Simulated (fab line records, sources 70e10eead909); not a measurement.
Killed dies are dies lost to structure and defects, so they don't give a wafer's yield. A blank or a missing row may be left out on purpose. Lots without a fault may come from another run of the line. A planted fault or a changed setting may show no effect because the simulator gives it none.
A struck lot beside a sound one | flow nand_harc | 15 steps out of a route of 1302
Sound: wafers L872.1, L872.2, L872.4. Struck: wafers L891.1, L891.3, L891.6. The cause comes at the end.
At each step with rows: each side's tool, then ch and its chambers, then its first start. Under that, the readings that differ: sound wafers | struck wafers | difference of the means | sigmas: that difference in standard deviations of wafers without a fault.
alike: readings whose means differ by less than 2 such deviations, and words and numbers that are the same on both sides. not compared: withheld readings, readings that some wafer has no value for, bounds like >300 that may hide the same value, and numbers for which the record gives no deviation and whose values overlap.
The two part at a step that has a row with sigmas, a row that says differs or no value, or rows on one side only. Numbers that don't overlap but have no deviation are shown without sigmas and don't part them. A reading that every wafer of one side lacks parts them only if that side has two wafers or more.

first, 7 steps without rows for these wafers: NHARC_A_M1_COAT_34 (time 65 s); NHARC_A_M1_COAT_03 (resist thk 90 nm); NHARC_A_M1_SOFTBAKE_04 (time 55 s); NHARC_A_M1_EBR_05; NHARC_A_M1_EXPOSE_06 (exposes mask A M1, target cd 120 nm); NHARC_A_M1_PEB_07 (peb time 65 s); NHARC_A_M1_DEVELOP_08 (develop time 35 s).
NHARC_A_M1_CD_MEAS_09: target cd 120 nm.
  sound on cd_sem-02 ch 0, day 22 17:59; struck on cd_sem-03 ch 0, day 31 02:01
  alike: cd_nm
NHARC_A_M1_OVL_MEAS_10: pitch 240 nm.
  sound on overlay-02, day 22 18:04; struck on overlay-01, day 31 02:07
  alike: overlay_x_nm, overlay_y_nm
NHARC_A_M1_INSPECT_11:
  sound on defect_inspect-01, day 22 18:07; struck on defect_inspect-01, day 31 02:09
  alike: raw_defect_count
NHARC_A_M1_DESCUM_14: chemistry O2, time 3 s.
  sound on rie_diel-05 ch 0,1,2, day 22 18:10; struck on rie_diel-06 ch 0,2,3, day 31 02:13
  alike: drypump_motor_current_A, oes_product_au, rf_vpp_V, showerhead_plenum_p_Torr, throttle_valve_pct
  not compared: rf_hours_counter_h
NHARC_A_M1_ETCH_35: etches the open film in N2/H2, target depth 40 nm, overetch 12 nm, time 43.94 s.
  sound on rie_diel-05 ch 0,1,3, day 22 18:16; struck on rie_diel-06 ch 0,2, day 31 02:18
  alike: bias_w, chamber_pressure_mTorr, drypump_motor_current_A, oes_product_au, rf_vpp_V, showerhead_plenum_p_Torr, throttle_valve_pct
  not compared: rf_hours_counter_h
NHARC_A_M1_ETCH_15: etches the open film in C4F8/Ar, target depth 182.5 nm, time 91.2 s.
  sound on rie_diel-05 ch 0,1,2, day 22 18:21; struck on rie_diel-06 ch 0,2, day 31 02:23
  no value came back on the struck wafers for any of 5 readings (bias_w (W), chamber_pressure_mTorr (mTorr) and others); on the sound wafers bias_w (W) reads 301.4 299.0 299.5
NHARC_A_M1_CD_MEAS_16:
  sound on cd_sem-03, day 22 18:28; struck on cd_sem-02, day 31 02:31
  alike: cd_nm
NHARC_END_SORT_01:
  the record has rows for the struck wafers here (prober-02 ch 0, day 32 20:58) and none for the sound ones

WHERE THEY PART
First at NHARC_A_M1_ETCH_15; last, within this record, at NHARC_END_SORT_01.

WHY: what the simulator had put in
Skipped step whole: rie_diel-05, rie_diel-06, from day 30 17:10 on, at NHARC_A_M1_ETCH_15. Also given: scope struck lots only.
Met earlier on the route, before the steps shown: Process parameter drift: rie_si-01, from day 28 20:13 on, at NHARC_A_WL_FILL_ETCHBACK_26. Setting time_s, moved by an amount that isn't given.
